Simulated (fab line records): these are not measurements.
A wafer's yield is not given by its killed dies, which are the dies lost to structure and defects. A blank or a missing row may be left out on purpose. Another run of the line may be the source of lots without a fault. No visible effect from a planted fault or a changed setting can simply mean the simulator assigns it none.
Which tool is to blame? || flow n5-finfet || 72 wafers from 24 lots sampled at 6 of the route's 1938 steps

WHAT THE GAUGES READ, wafer by wafer
N5_BEOL_M7_RS_MEAS_57: uses a four-point probe to measure.
{"lot": "L074", "measured": "day 10 00:34", "on": "film-metro-02", "M7_RS (ohm/sq)": "0.289 0.291 0.309"}
{"lot": "L075", "measured": "day 10 05:01", "on": "film-metro-02", "M7_RS (ohm/sq)": "0.288 0.274 0.274"}
{"lot": "L076", "measured": "day 10 08:15", "on": "film-metro-01", "M7_RS (ohm/sq)": "0.288 0.295 0.314"}
{"lot": "L078", "measured": "day 10 08:51", "on": "film-metro-01", "M7_RS (ohm/sq)": "0.285 0.278 0.288"}
{"lot": "L077", "measured": "day 10 16:16", "on": "film-metro-01", "M7_RS (ohm/sq)": "0.306 0.297 0.306"}
{"lot": "L081", "measured": "day 10 20:50", "on": "film-metro-01", "M7_RS (ohm/sq)": "0.280 0.309 0.280"}
{"lot": "L080", "measured": "day 11 02:59", "on": "film-metro-01", "M7_RS (ohm/sq)": "0.301 0.278 0.293"}
{"lot": "L079", "measured": "day 11 04:47", "on": "film-metro-01", "M7_RS (ohm/sq)": "0.288 0.290 0.289"}
{"lot": "L083", "measured": "day 11 06:59", "on": "film-metro-02", "M7_RS (ohm/sq)": "0.271 0.295 0.306"}
{"lot": "L082", "measured": "day 11 07:13", "on": "film-metro-02", "M7_RS (ohm/sq)": "0.288 0.280 0.290"}
{"lot": "L084", "measured": "day 12 01:25", "on": "film-metro-02", "M7_RS (ohm/sq)": "0.283 0.284 0.297"}
{"lot": "L085", "measured": "day 12 05:53", "on": "film-metro-02", "M7_RS (ohm/sq)": "0.283 0.301 0.304"}
{"lot": "L086", "measured": "day 12 16:41", "on": "film-metro-02", "M7_RS (ohm/sq)": "0.297 0.293 0.286"}
{"lot": "L088", "measured": "day 12 18:28", "on": "film-metro-01", "M7_RS (ohm/sq)": "0.277 0.278 0.272"}
{"lot": "L089", "measured": "day 13 10:43", "on": "film-metro-01", "M7_RS (ohm/sq)": "0.285 0.280 0.291"}
{"lot": "L087", "measured": "day 13 10:48", "on": "film-metro-02", "M7_RS (ohm/sq)": "0.283 0.280 0.284"}
{"lot": "L092", "measured": "day 13 11:00", "on": "film-metro-02", "M7_RS (ohm/sq)": "0.293 0.286 0.293"}
{"lot": "L091", "measured": "day 13 18:26", "on": "film-metro-02", "M7_RS (ohm/sq)": "0.308 0.292 0.291"}
{"lot": "L090", "measured": "day 13 18:47", "on": "film-metro-01", "M7_RS (ohm/sq)": "0.300 0.285 0.283"}
{"lot": "L094", "measured": "day 13 23:21", "on": "film-metro-01", "M7_RS (ohm/sq)": "0.276 0.285 0.291"}
{"lot": "L093", "measured": "day 13 23:32", "on": "film-metro-01", "M7_RS (ohm/sq)": "0.300 0.286 0.287"}
{"lot": "L095", "measured": "day 15 05:29", "on": "film-metro-02", "M7_RS (ohm/sq)": "0.312 0.286 0.311"}
{"lot": "L097", "measured": "day 15 15:35", "on": "film-metro-02", "M7_RS (ohm/sq)": "0.297 0.276 0.303"}
{"lot": "L096", "measured": "day 16 08:52", "on": "film-metro-02", "M7_RS (ohm/sq)": "0.287 0.285 0.285"}

N5_BEOL_M8_CD_MEAS_11: the cd target is 38.5 nm.
{"lot": "L074", "measured": "day 10 02:56", "on": "cd-sem-03", "cd-nm (nm)": "38.6 38.3 38.8"}
{"lot": "L075", "measured": "day 10 06:44", "on": "cd-sem-02", "cd-nm (nm)": "39.7 38.9 39.5"}
{"lot": "L076", "measured": "day 10 10:26", "on": "cd-sem-02", "cd-nm (nm)": "39.1 38.8 38.1"}
{"lot": "L078", "measured": "day 10 11:14", "on": "cd-sem-03", "cd-nm (nm)": "37.7 38.7 38.5"}
{"lot": "L077", "measured": "day 10 19:02", "on": "cd-sem-03", "cd-nm (nm)": "38.8 38.3 38.6"}
{"lot": "L081", "measured": "day 10 22:58", "on": "cd-sem-02", "cd-nm (nm)": "38.8 38.9 38.5"}
{"lot": "L080", "measured": "day 11 04:57", "on": "cd-sem-03", "cd-nm (nm)": "38.4 39.4 38.5"}
{"lot": "L079", "measured": "day 11 07:05", "on": "cd-sem-02", "cd-nm (nm)": "38.0 37.5 37.7"}
{"lot": "L083", "measured": "day 11 09:45", "on": "cd-sem-02", "cd-nm (nm)": "39.0 38.9 38.9"}
{"lot": "L082", "measured": "day 11 09:55", "on": "cd-sem-01", "cd-nm (nm)": "38.1 37.7 38.1"}
{"lot": "L084", "measured": "day 12 03:37", "on": "cd-sem-03", "cd-nm (nm)": "38.3 38.8 38.6"}
{"lot": "L085", "measured": "day 12 08:03", "on": "cd-sem-01", "cd-nm (nm)": "37.7 38.9 39.5"}
{"lot": "L086", "measured": "day 12 18:41", "on": "cd-sem-02", "cd-nm (nm)": "38.8 38.2 38.7"}
{"lot": "L088", "measured": "day 12 20:44", "on": "cd-sem-01", "cd-nm (nm)": "37.8 37.6 38.2"}
{"lot": "L089", "measured": "day 13 13:55", "on": "cd-sem-03", "cd-nm (nm)": "39.7 39.5 39.3"}
{"lot": "L087", "measured": "day 13 14:05", "on": "cd-sem-01", "cd-nm (nm)": "38.6 38.5 38.1"}
{"lot": "L092", "measured": "day 13 14:15", "on": "cd-sem-03", "cd-nm (nm)": "39.0 39.2 39.0"}
{"lot": "L091", "measured": "day 13 21:47", "on": "cd-sem-02", "cd-nm (nm)": "38.6 38.8 37.8"}
{"lot": "L090", "measured": "day 13 21:56", "on": "cd-sem-02", "cd-nm (nm)": "39.1 38.5 39.1"}
{"lot": "L094", "measured": "day 14 01:38", "on": "cd-sem-02", "cd-nm (nm)": "38.5 38.6 39.0"}
{"lot": "L093", "measured": "day 14 02:14", "on": "cd-sem-01", "cd-nm (nm)": "38.3 38.0 38.0"}
{"lot": "L095", "measured": "day 15 07:58", "on": "cd-sem-01", "cd-nm (nm)": "39.1 38.3 39.2"}
{"lot": "L097", "measured": "day 15 17:03", "on": "cd-sem-02", "cd-nm (nm)": "38.6 39.2 37.5"}
{"lot": "L096", "measured": "day 16 13:00", "on": "cd-sem-02", "cd-nm (nm)": "39.0 38.3 38.3"}

N5_BEOL_M8_RS_MEAS_57: uses a four-point probe to measure.
{"lot": "L074", "measured": "day 10 07:56", "on": "film-metro-02", "M8_RS (ohm/sq)": "0.287 0.295 0.270"}
{"lot": "L075", "measured": "day 10 12:43", "on": "film-metro-02", "M8_RS (ohm/sq)": "0.286 0.302 0.275"}
{"lot": "L076", "measured": "day 10 16:40", "on": "film-metro-02", "M8_RS (ohm/sq)": "0.290 0.299 0.289"}
{"lot": "L078", "measured": "day 10 19:50", "on": "film-metro-02", "M8_RS (ohm/sq)": "0.315 0.299 0.297"}
{"lot": "L077", "measured": "day 10 23:50", "on": "film-metro-02", "M8_RS (ohm/sq)": "0.291 0.290 0.283"}
{"lot": "L081", "measured": "day 11 05:12", "on": "film-metro-02", "M8_RS (ohm/sq)": "0.282 0.278 0.274"}
{"lot": "L080", "measured": "day 11 10:20", "on": "film-metro-02", "M8_RS (ohm/sq)": "0.288 0.308 0.285"}
{"lot": "L079", "measured": "day 11 13:05", "on": "film-metro-02", "M8_RS (ohm/sq)": "0.279 0.307 0.296"}
{"lot": "L083", "measured": "day 11 14:37", "on": "film-metro-01", "M8_RS (ohm/sq)": "0.291 0.290 0.303"}
{"lot": "L082", "measured": "day 11 16:38", "on": "film-metro-02", "M8_RS (ohm/sq)": "0.284 0.277 0.312"}
{"lot": "L084", "measured": "day 12 08:49", "on": "film-metro-02", "M8_RS (ohm/sq)": "0.289 0.289 0.281"}
{"lot": "L085", "measured": "day 12 12:03", "on": "film-metro-02", "M8_RS (ohm/sq)": "0.307 0.285 0.303"}
{"lot": "L086", "measured": "day 12 23:13", "on": "film-metro-01", "M8_RS (ohm/sq)": "0.294 0.281 0.292"}
{"lot": "L088", "measured": "day 13 03:01", "on": "film-metro-01", "M8_RS (ohm/sq)": "0.284 0.265 0.298"}
{"lot": "L089", "measured": "day 13 20:11", "on": "film-metro-01", "M8_RS (ohm/sq)": "0.290 0.294 0.291"}
{"lot": "L087", "measured": "day 13 20:55", "on": "film-metro-02", "M8_RS (ohm/sq)": "0.271 0.295 0.296"}
{"lot": "L092", "measured": "day 13 20:28", "on": "film-metro-02", "M8_RS (ohm/sq)": "0.293 0.310 0.299"}
{"lot": "L091", "measured": "day 14 05:10", "on": "film-metro-01", "M8_RS (ohm/sq)": "0.276 0.288 0.310"}
{"lot": "L090", "measured": "day 14 05:23", "on": "film-metro-01", "M8_RS (ohm/sq)": "0.307 0.297 0.270"}
{"lot": "L094", "measured": "day 14 06:02", "on": "film-metro-02", "M8_RS (ohm/sq)": "0.293 0.296 0.307"}
{"lot": "L093", "measured": "day 14 08:31", "on": "film-metro-02", "M8_RS (ohm/sq)": "0.295 0.261 0.305"}
{"lot": "L095", "measured": "day 15 16:52", "on": "film-metro-02", "M8_RS (ohm/sq)": "0.295 0.281 0.285"}
{"lot": "L097", "measured": "day 15 22:50", "on": "film-metro-02", "M8_RS (ohm/sq)": "0.292 0.287 0.301"}
{"lot": "L096", "measured": "day 16 17:40", "on": "film-metro-01", "M8_RS (ohm/sq)": "0.275 0.279 0.267"}

WHAT TOOL EACH LOT RAN ON (gives the tool, then ch and the chambers of the sampled wafers, and finally the start)
{"lot": "L074", "N5_BEOL_M7_PRE_CLEAN_45": "pvd-sputter-01, day 9 22:47", "N5_BEOL_M8_CURE_75": "uv-cure-03 ch 2, day 10 05:20", "N5_BEOL_M8_DEGAS_44": "pvd-sputter-03, day 10 06:10"}
{"lot": "L075", "N5_BEOL_M7_PRE_CLEAN_45": "pvd-sputter-03, day 10 03:14", "N5_BEOL_M8_CURE_75": "uv-cure-02 ch 2, day 10 09:57", "N5_BEOL_M8_DEGAS_44": "pvd-sputter-01, day 10 10:20"}
{"lot": "L076", "N5_BEOL_M7_PRE_CLEAN_45": "pvd-sputter-03, day 10 06:17", "N5_BEOL_M8_CURE_75": "uv-cure-03 ch 2, day 10 12:26", "N5_BEOL_M8_DEGAS_44": "pvd-sputter-03, day 10 13:06"}
{"lot": "L078", "N5_BEOL_M7_PRE_CLEAN_45": "pvd-sputter-03, day 10 06:40", "N5_BEOL_M8_CURE_75": "uv-cure-02 ch 1, day 10 15:41", "N5_BEOL_M8_DEGAS_44": "pvd-sputter-03, day 10 16:13"}
{"lot": "L077", "N5_BEOL_M7_PRE_CLEAN_45": "pvd-sputter-03, day 10 13:04", "N5_BEOL_M8_CURE_75": "uv-cure-01 ch 1, day 10 21:55", "N5_BEOL_M8_DEGAS_44": "pvd-sputter-03, day 10 22:17"}
{"lot": "L081", "N5_BEOL_M7_PRE_CLEAN_45": "pvd-sputter-01, day 10 19:09", "N5_BEOL_M8_CURE_75": "uv-cure-01 ch 1, day 11 02:14", "N5_BEOL_M8_DEGAS_44": "pvd-sputter-01, day 11 02:30"}
{"lot": "L080", "N5_BEOL_M7_PRE_CLEAN_45": "pvd-sputter-03, day 11 01:29", "N5_BEOL_M8_CURE_75": "uv-cure-01 ch 0, day 11 07:35", "N5_BEOL_M8_DEGAS_44": "pvd-sputter-02, day 11 08:48"}
{"lot": "L079", "N5_BEOL_M7_PRE_CLEAN_45": "pvd-sputter-03, day 11 02:15", "N5_BEOL_M8_CURE_75": "uv-cure-01 ch 0, day 11 09:29", "N5_BEOL_M8_DEGAS_44": "pvd-sputter-03, day 11 09:42"}
{"lot": "L083", "N5_BEOL_M7_PRE_CLEAN_45": "pvd-sputter-01, day 11 05:11", "N5_BEOL_M8_CURE_75": "uv-cure-01 ch 2, day 11 12:37", "N5_BEOL_M8_DEGAS_44": "pvd-sputter-03, day 11 13:02"}
{"lot": "L082", "N5_BEOL_M7_PRE_CLEAN_45": "pvd-sputter-01, day 11 05:25", "N5_BEOL_M8_CURE_75": "uv-cure-01 ch 2, day 11 13:01", "N5_BEOL_M8_DEGAS_44": "pvd-sputter-01, day 11 13:17"}
{"lot": "L084", "N5_BEOL_M7_PRE_CLEAN_45": "pvd-sputter-02, day 11 23:32", "N5_BEOL_M8_CURE_75": "uv-cure-01 ch 1, day 12 05:26", "N5_BEOL_M8_DEGAS_44": "pvd-sputter-03, day 12 07:15"}
{"lot": "L085", "N5_BEOL_M7_PRE_CLEAN_45": "pvd-sputter-01, day 12 04:08", "N5_BEOL_M8_CURE_75": "uv-cure-03 ch 0, day 12 09:40", "N5_BEOL_M8_DEGAS_44": "pvd-sputter-03, day 12 10:15"}
{"lot": "L086", "N5_BEOL_M7_PRE_CLEAN_45": "pvd-sputter-01, day 12 11:10", "N5_BEOL_M8_CURE_75": "uv-cure-02 ch 1, day 12 21:09", "N5_BEOL_M8_DEGAS_44": "pvd-sputter-02, day 12 21:37"}
{"lot": "L088", "N5_BEOL_M7_PRE_CLEAN_45": "pvd-sputter-03, day 12 16:44", "N5_BEOL_M8_CURE_75": "uv-cure-02 ch 1, day 13 00:19", "N5_BEOL_M8_DEGAS_44": "pvd-sputter-03, day 13 01:23"}
{"lot": "L089", "N5_BEOL_M7_PRE_CLEAN_45": "pvd-sputter-03, day 13 07:35", "N5_BEOL_M8_CURE_75": "uv-cure-02 ch 2, day 13 17:55", "N5_BEOL_M8_DEGAS_44": "pvd-sputter-01, day 13 18:20"}
{"lot": "L087", "N5_BEOL_M7_PRE_CLEAN_45": "pvd-sputter-02, day 13 07:48", "N5_BEOL_M8_CURE_75": "uv-cure-02 ch 2, day 13 18:20", "N5_BEOL_M8_DEGAS_44": "pvd-sputter-01, day 13 18:42"}
{"lot": "L092", "N5_BEOL_M7_PRE_CLEAN_45": "pvd-sputter-02, day 13 08:12", "N5_BEOL_M8_CURE_75": "uv-cure-01 ch 1, day 13 18:13", "N5_BEOL_M8_DEGAS_44": "pvd-sputter-01, day 13 18:32"}
{"lot": "L091", "N5_BEOL_M7_PRE_CLEAN_45": "pvd-sputter-02, day 13 14:55", "N5_BEOL_M8_CURE_75": "uv-cure-01 ch 2, day 14 02:40", "N5_BEOL_M8_DEGAS_44": "pvd-sputter-02, day 14 03:28"}
{"lot": "L090", "N5_BEOL_M7_PRE_CLEAN_45": "pvd-sputter-01, day 13 15:22", "N5_BEOL_M8_CURE_75": "uv-cure-02 ch 0, day 14 03:10", "N5_BEOL_M8_DEGAS_44": "pvd-sputter-01, day 14 03:32"}
{"lot": "L094", "N5_BEOL_M7_PRE_CLEAN_45": "pvd-sputter-01, day 13 21:50", "N5_BEOL_M8_CURE_75": "uv-cure-01 ch 2, day 14 03:33", "N5_BEOL_M8_DEGAS_44": "pvd-sputter-02, day 14 04:04"}
{"lot": "L093", "N5_BEOL_M7_PRE_CLEAN_45": "pvd-sputter-02, day 13 21:56", "N5_BEOL_M8_CURE_75": "uv-cure-01 ch 1, day 14 04:29", "N5_BEOL_M8_DEGAS_44": "pvd-sputter-02, day 14 05:22"}
{"lot": "L095", "N5_BEOL_M7_PRE_CLEAN_45": "pvd-sputter-02, day 15 03:22", "N5_BEOL_M8_CURE_75": "uv-cure-02 ch 0, day 15 12:43", "N5_BEOL_M8_DEGAS_44": "pvd-sputter-03, day 15 13:13"}
{"lot": "L097", "N5_BEOL_M7_PRE_CLEAN_45": "pvd-sputter-03, day 15 13:01", "N5_BEOL_M8_CURE_75": "uv-cure-01 ch 0, day 15 18:47", "N5_BEOL_M8_DEGAS_44": "pvd-sputter-03, day 15 19:13"}
{"lot": "L096", "N5_BEOL_M7_PRE_CLEAN_45": "pvd-sputter-02, day 16 07:02", "N5_BEOL_M8_CURE_75": "uv-cure-02 ch 1, day 16 15:45", "N5_BEOL_M8_DEGAS_44": "pvd-sputter-01, day 16 15:57"}
- N5_BEOL_M7_PRE_CLEAN_45: time 30 s.
- N5_BEOL_M8_CURE_75: cures SiCOH lowk, time 120 s.
- N5_BEOL_M8_DEGAS_44: time 60 s.

AS READ BY THE TOOLS THEMSELVES (means over the sampled wafers that have a number; for cases with no such wafer, the mark the record gives instead)
N5_BEOL_M7_PRE_CLEAN_45.
{"lot": "L074", "tool": "pvd-sputter-01", "heater-power-w (W)": 421}
{"lot": "L075", "tool": "pvd-sputter-03", "heater-power-w (W)": 322}
{"lot": "L076", "tool": "pvd-sputter-03", "heater-power-w (W)": 311}
{"lot": "L078", "tool": "pvd-sputter-03", "heater-power-w (W)": 326}
{"lot": "L077", "tool": "pvd-sputter-03", "heater-power-w (W)": 325}
{"lot": "L081", "tool": "pvd-sputter-01", "heater-power-w (W)": 352}
{"lot": "L080", "tool": "pvd-sputter-03", "heater-power-w (W)": 313}
{"lot": "L079", "tool": "pvd-sputter-03", "heater-power-w (W)": 327}
{"lot": "L083", "tool": "pvd-sputter-01", "heater-power-w (W)": 372}
{"lot": "L082", "tool": "pvd-sputter-01", "heater-power-w (W)": 331}
{"lot": "L084", "tool": "pvd-sputter-02", "heater-power-w (W)": 345}
{"lot": "L085", "tool": "pvd-sputter-01", "heater-power-w (W)": 356}
{"lot": "L086", "tool": "pvd-sputter-01", "heater-power-w (W)": 370}
{"lot": "L088", "tool": "pvd-sputter-03", "heater-power-w (W)": 338}
{"lot": "L089", "tool": "pvd-sputter-03", "heater-power-w (W)": 312}
{"lot": "L087", "tool": "pvd-sputter-02", "heater-power-w (W)": 296}
{"lot": "L092", "tool": "pvd-sputter-02", "heater-power-w (W)": 373}
{"lot": "L091", "tool": "pvd-sputter-02", "heater-power-w (W)": 334}
{"lot": "L090", "tool": "pvd-sputter-01", "heater-power-w (W)": 372}
{"lot": "L094", "tool": "pvd-sputter-01", "heater-power-w (W)": 370}
{"lot": "L093", "tool": "pvd-sputter-02", "heater-power-w (W)": 354}
{"lot": "L095", "tool": "pvd-sputter-02", "heater-power-w (W)": 342}
{"lot": "L097", "tool": "pvd-sputter-03", "heater-power-w (W)": 319}
{"lot": "L096", "tool": "pvd-sputter-02", "heater-power-w (W)": 324}

N5_BEOL_M8_CURE_75.
{"lot": "L074", "tool": "uv-cure-03", "lamp-power-pct (%)": 52.35, "wafer_temp_C_max": 372.7}
{"lot": "L075", "tool": "uv-cure-02", "lamp-power-pct (%)": 52.32, "wafer_temp_C_max": 372.4}
{"lot": "L076", "tool": "uv-cure-03", "lamp-power-pct (%)": 52.28, "wafer_temp_C_max": 372.6}
{"lot": "L078", "tool": "uv-cure-02", "lamp-power-pct (%)": 52.28, "wafer_temp_C_max": 372.2}
{"lot": "L077", "tool": "uv-cure-01", "lamp-power-pct (%)": 52.31, "wafer_temp_C_max": 372.4}
{"lot": "L081", "tool": "uv-cure-01", "lamp-power-pct (%)": 52.42, "wafer_temp_C_max": 372.2}
{"lot": "L080", "tool": "uv-cure-01", "lamp-power-pct (%)": 52.31, "wafer_temp_C_max": 372.9}
{"lot": "L079", "tool": "uv-cure-01", "lamp-power-pct (%)": 52.38, "wafer_temp_C_max": 373.1}
{"lot": "L083", "tool": "uv-cure-01", "lamp-power-pct (%)": 52.31, "wafer_temp_C_max": 371.5}
{"lot": "L082", "tool": "uv-cure-01", "lamp-power-pct (%)": 52.32, "wafer_temp_C_max": 371.2}
{"lot": "L084", "tool": "uv-cure-01", "lamp-power-pct (%)": 52.30, "wafer_temp_C_max": 372.1}
{"lot": "L085", "tool": "uv-cure-03", "lamp-power-pct (%)": 52.29, "wafer_temp_C_max": 371.9}
{"lot": "L086", "tool": "uv-cure-02", "lamp-power-pct (%)": 52.33, "wafer_temp_C_max": 371.8}
{"lot": "L088", "tool": "uv-cure-02", "lamp-power-pct (%)": 52.30, "wafer_temp_C_max": 371.9}
{"lot": "L089", "tool": "uv-cure-02", "lamp-power-pct (%)": 52.33, "wafer_temp_C_max": 372.5}
{"lot": "L087", "tool": "uv-cure-02", "lamp-power-pct (%)": 52.32, "wafer_temp_C_max": 372.0}
{"lot": "L092", "tool": "uv-cure-01", "lamp-power-pct (%)": 52.36, "wafer_temp_C_max": 372.9}
{"lot": "L091", "tool": "uv-cure-01", "lamp-power-pct (%)": 52.32, "wafer_temp_C_max": 371.7}
{"lot": "L090", "tool": "uv-cure-02", "lamp-power-pct (%)": 52.36, "wafer_temp_C_max": 372.0}
{"lot": "L094", "tool": "uv-cure-01", "lamp-power-pct (%)": 52.25, "wafer_temp_C_max": 371.3}
{"lot": "L093", "tool": "uv-cure-01", "lamp-power-pct (%)": 52.36, "wafer_temp_C_max": 372.4}
{"lot": "L095", "tool": "uv-cure-02", "lamp-power-pct (%)": 52.35, "wafer_temp_C_max": 371.6}
{"lot": "L097", "tool": "uv-cure-01", "lamp-power-pct (%)": 52.26, "wafer_temp_C_max": 372.6}
{"lot": "L096", "tool": "uv-cure-02", "lamp-power-pct (%)": 52.31, "wafer_temp_C_max": 371.9}

N5_BEOL_M8_DEGAS_44.
{"lot": "L074", "tool": "pvd-sputter-03", "heater-power-w (W)": 327}
{"lot": "L075", "tool": "pvd-sputter-01", "heater-power-w (W)": 421}
{"lot": "L076", "tool": "pvd-sputter-03", "heater-power-w (W)": 323}
{"lot": "L078", "tool": "pvd-sputter-03", "heater-power-w (W)": 316}
{"lot": "L077", "tool": "pvd-sputter-03", "heater-power-w (W)": 331}
{"lot": "L081", "tool": "pvd-sputter-01", "heater-power-w (W)": 336}
{"lot": "L080", "tool": "pvd-sputter-02", "heater-power-w (W)": 328}
{"lot": "L079", "tool": "pvd-sputter-03", "heater-power-w (W)": 308}
{"lot": "L083", "tool": "pvd-sputter-03", "heater-power-w (W)": 326}
{"lot": "L082", "tool": "pvd-sputter-01", "heater-power-w (W)": 334}
{"lot": "L084", "tool": "pvd-sputter-03", "heater-power-w (W)": 319}
{"lot": "L085", "tool": "pvd-sputter-03", "heater-power-w (W)": 321}
{"lot": "L086", "tool": "pvd-sputter-02", "heater-power-w (W)": 317}
{"lot": "L088", "tool": "pvd-sputter-03", "heater-power-w (W)": 330}
{"lot": "L089", "tool": "pvd-sputter-01", "heater-power-w (W)": 371}
{"lot": "L087", "tool": "pvd-sputter-01", "heater-power-w (W)": 336}
{"lot": "L092", "tool": "pvd-sputter-01", "heater-power-w (W)": 416}
{"lot": "L091", "tool": "pvd-sputter-02", "heater-power-w (W)": 318}
{"lot": "L090", "tool": "pvd-sputter-01", "heater-power-w (W)": 335}
{"lot": "L094", "tool": "pvd-sputter-02", "heater-power-w (W)": 354}
{"lot": "L093", "tool": "pvd-sputter-02", "heater-power-w (W)": 290}
{"lot": "L095", "tool": "pvd-sputter-03", "heater-power-w (W)": 314}
{"lot": "L097", "tool": "pvd-sputter-03", "heater-power-w (W)": 313}
{"lot": "L096", "tool": "pvd-sputter-01", "heater-power-w (W)": 403}

THE ANSWER, worked out from the rows above alone
Rule: the lots themselves supply what counts as usual. The widest of any qualifying gaps counts: lots, ordered by their means at a reading, are off when they make up no more than a third of the lots, leave a main group of 4 or more, and stand apart from it by 3 or more times the standard deviation of that group's means. Not used: any main group whose means are identical at the precision the tables above print for the reading. Also off: a lot with no number at a reading for which 4 or more lots have one. Any other lot the step has rows for is counted as sound. After the gauges, taken in route order, come the tools' own readings; for these a lot's mean is taken, as printed above. At the first step where some lot is off, the reading lying furthest off is the one used; lots without a number count as furthest.
No lot is off at any reading shown: from this, nothing can be told.

WHAT THE SIMULATOR PUT IN
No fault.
